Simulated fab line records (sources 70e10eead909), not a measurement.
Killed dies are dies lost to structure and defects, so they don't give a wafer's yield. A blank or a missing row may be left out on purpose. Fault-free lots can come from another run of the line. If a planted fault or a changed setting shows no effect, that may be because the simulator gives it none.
What tool caused it? || flow nandHarc || 6 lots with 18 wafers sampled at 2 steps, on a route of 1302 steps

WHAT THE GAUGES READ, wafer by wafer
NHARC_P_M0_INSPECT_27.
{"lot": "L846", "measured": "day 6 11:36", "on": "defectInspect-02", "rawDefectCount": "242 313 422"}
{"lot": "L849", "measured": "day 8 01:34", "on": "defectInspect-01", "rawDefectCount": "285 296 307"}
{"lot": "L853", "measured": "day 9 12:54", "on": "defectInspect-02", "rawDefectCount": "213 425 181"}
{"lot": "L855", "measured": "day 10 07:16", "on": "defectInspect-01", "rawDefectCount": "223 254 363"}
{"lot": "L866", "measured": "day 15 02:07", "on": "defectInspect-01", "rawDefectCount": "462 365 385"}
{"lot": "L868", "measured": "day 15 14:44", "on": "defectInspect-01", "rawDefectCount": "285 522 346"}

WHAT TOOL EACH LOT RAN ON (gives the tool, then ch and the chambers of the sampled wafers, and finally the start)
{"lot": "L846", "NHARC_P_M0_ANNEAL_30": "rtpAnneal-01 ch 0, day 6 10:53"}
{"lot": "L849", "NHARC_P_M0_ANNEAL_30": "rtpAnneal-01 ch 0, day 8 00:50"}
{"lot": "L853", "NHARC_P_M0_ANNEAL_30": "rtpAnneal-02 ch 0, day 9 12:11"}
{"lot": "L855", "NHARC_P_M0_ANNEAL_30": "rtpAnneal-02 ch 0, day 10 06:29"}
{"lot": "L866", "NHARC_P_M0_ANNEAL_30": "rtpAnneal-02 ch 0, day 15 01:19"}
{"lot": "L868", "NHARC_P_M0_ANNEAL_30": "rtpAnneal-01 ch 0, day 15 13:58"}
- NHARC_P_M0_ANNEAL_30: time 90 s.

THE ANSWER, worked out from the rows above alone
Rule: the lots themselves supply what counts as usual. Put in order of their means at a reading, lots are off if they are a third of the lots or fewer, leave a main group of 4 or more, and stand apart from it by a gap of 3 or more times the standard deviation of the main group's means; of several such gaps the widest counts. A main group is skipped when, at the precision printed for the reading in the tables above, its means are all equal. A lot without any number at a reading at which 4 lots or more have one is off too. Where the step has rows for the other lots, those lots are counted as sound.
None of the lots is off at any reading shown; this tells nothing.

WHAT HAD BEEN PUT IN BY THE SIMULATOR
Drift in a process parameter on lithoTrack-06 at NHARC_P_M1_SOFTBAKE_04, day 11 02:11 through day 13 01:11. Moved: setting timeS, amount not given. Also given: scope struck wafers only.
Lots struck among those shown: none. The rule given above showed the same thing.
